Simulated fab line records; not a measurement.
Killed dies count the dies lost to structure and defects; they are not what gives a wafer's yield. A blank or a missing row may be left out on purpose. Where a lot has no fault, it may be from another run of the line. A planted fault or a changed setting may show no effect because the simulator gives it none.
Struck lot and sound lot, side by side -- flow n5 finfet -- 24 out of 1938 route steps
Sound: wafers L356.1, L356.2, L356.5. Struck: wafer L360.2 (L360.1, L360.3, from the same lot, were not struck and are left out); the cause is given at the end.
Order at every step that has rows: each side's tool, ch and its chambers, its first start. Under that, the readings that differ: sound wafers -- struck wafers -- difference of the means -- sigmas: that difference in standard deviations of wafers without a fault.
alike: readings whose means differ by less than 2 such deviations, and words and numbers that are the same on both sides. not compared: withheld readings, readings that some wafer has no value for, bounds like >300 that may hide the same value, and numbers for which the record gives no deviation and whose values overlap.
Wherever a step has rows on one side only, a row that says differs or no value, or a row with sigmas, the two part there. Numbers that have no deviation but don't overlap get no sigmas and don't part them. A reading missing from all wafers of one side parts the sides only when that side holds two or more wafers.

first, 9 steps without rows for these wafers: N5_DUMMY_GATE_COAT_09 (resist thk 30 nm); N5_DUMMY_GATE_EBR_11; N5_DUMMY_GATE_SOFTBAKE_10 (time 60 s); N5_DUMMY_GATE_EXPOSE_12 (exposes mask GATE, target cd 25 nm); N5_DUMMY_GATE_PEB_13 (peb time 60 s); N5_DUMMY_GATE_DEVELOP_14 (develop time 30 s); N5_DUMMY_GATE_DESCUM_20 (chemistry O2, time 6.2 s); N5_DUMMY_GATE_ETCH_29 (etches underlayer in N2/H2, target depth 13 nm); N5_DUMMY_GATE_ETCH_36 (etches SiARC in CF4, target depth 13 nm).
N5_DUMMY_GATE_ETCH_37: etches SOC in N2/H2, target depth 60 nm, overetch 30 nm.
  sound on rie diel-05 ch 0,1,3, day 3 21:06; struck on rie diel-05 ch 3, day 4 16:38
reading,sound,struck,difference,sigmas
model.etch.depth nm (nm),59.93 59.77 59.78,46.94,-12.89,
model.SiARC_of_DUMMY_GATE_COAT_35.thk nm (nm),5 5 5,7.4,+2.4,
  alike: drypump motor current A, h2 flow sccm, oes product au, rf vpp V, showerhead plenum p Torr, temp c, throttle valve pct
  not compared: rf hours counter h
then, 2 steps without rows for these wafers: N5_DUMMY_GATE_STRIP_38 (strips in N2/H2); N5_DUMMY_GATE_STRIP_39 (strips in N2/H2).
N5_DUMMY_GATE_TRIM_49: chemistry O2, time 29 s, target cd 14 nm.
  sound on rie si-06 ch 1,2,3, day 3 21:11; struck on rie si-05 ch 3, day 4 16:43
reading,sound,struck,difference,sigmas
model.DUMMY_GATE.cd nm (nm),14 14 13.8,15,+1,
  alike: drypump motor current A, he backside leak sccm, oes product au, temp c, throttle valve pct
  not compared: rf hours counter h
then, 1 step without rows for these wafers: N5_DUMMY_GATE_STRIP_40 (strips in CF4).
N5_DUMMY_GATE_CD_MEAS_50: target cd 14 nm.
  sound on cd sem-01, day 3 21:20; struck on cd sem-03, day 4 16:51
reading,sound,struck,difference,sigmas
cd nm (nm),14.0 13.7 13.8,15.4,+1.6,+5
N5_DUMMY_GATE_ETCH_31: etches SiO2 in C4F6/O2, target depth 82.5 nm, time 27.5 s.
  sound on rie diel-01 ch 1,2, day 3 21:23; struck on rie diel-05 ch 2, day 4 17:05
reading,sound,struck,difference,sigmas
oes product au (a.u.),0.89 0.90 0.90,0.35,-0.55,-7
rf vpp V (V),677 671 672,651,-22,-3
throttle valve pct (%),21.1 20.8 20.8,20.2,-0.7,-2
  alike: C4F6_flow_sccm, drypump motor current A, showerhead plenum p Torr
  not compared: rf hours counter h
then, 3 steps without rows for these wafers: N5_DUMMY_GATE_STRIP_41 (strips in O2); N5_DUMMY_GATE_ETCH_32 (etches SiO2 in CF4, target depth 3.5 nm, time 3.9 s); N5_DUMMY_GATE_ETCH_23 (etches poly-Si in HBr/Cl2/O2, target depth 41 nm, time 22.3 s).
N5_DUMMY_GATE_ETCH_44: etches poly-Si in HBr/O2, stops on SiO2, target depth 127.5 nm.
  sound on rie si-02 ch 1,3, day 3 21:43; struck on rie si-02 ch 1, day 4 17:25
reading,sound,struck,difference,sigmas
oes product au (a.u.),0.710 0.727 0.721,0.378,-0.341,-34
  alike: drypump motor current A, he backside leak sccm, throttle valve pct
  not compared: rf hours counter h
N5_DUMMY_GATE_CD_MEAS_24: target cd 15 nm.
  sound on cd sem-02, day 3 21:50; struck on cd sem-03, day 4 17:32
  not compared: cd nm
N5_DUMMY_GATE_ETCH_42: etches SiO2 in CHF3/O2, target depth 3.5 nm, time 31 s.
  sound on rie diel-01 ch 1,2, day 3 21:53; struck on rie diel-03 ch 2, day 4 17:35
reading,sound,struck,difference,sigmas
model.DUMMY_GATE.cd nm (nm),15.2 15 15,15.8,+0.7,
  alike: drypump motor current A, oes product au, rf vpp V, showerhead plenum p Torr, throttle valve pct
  not compared: rf hours counter h
then, 1 step without rows for these wafers: N5_DUMMY_GATE_STRIP_48 (strips in N2/H2, time 20 s).
-- the record jumps here: 10 days lie between the struck wafers' starts before and after (it left off in module DUMMY_GATE and takes up again in module PASSIVATION, whose first step shown is number 1936 of the route) --
N5_PASSIVATION_PROBE_49:
  sound on prober-02, day 12 22:25; struck on prober-01, day 14 05:58
reading,sound,struck,difference,sigmas
killed at front end,43 34 37,1108,+1070,+99 or more
killed at other,5 1 2,10,+7,+3
killed dies,101 103 101,1180,+1078,+72
killed on rim,8 12 12,152,+141,+38
  alike: killed_at_M0_to_M3, killed_at_M4_up, killed at contacts, killed open, killed short

== WHERE THEY PART ==
Earliest at N5_DUMMY_GATE_CD_MEAS_50; latest, in this record, at N5_PASSIVATION_PROBE_49.

WHY: whatever the simulator had introduced
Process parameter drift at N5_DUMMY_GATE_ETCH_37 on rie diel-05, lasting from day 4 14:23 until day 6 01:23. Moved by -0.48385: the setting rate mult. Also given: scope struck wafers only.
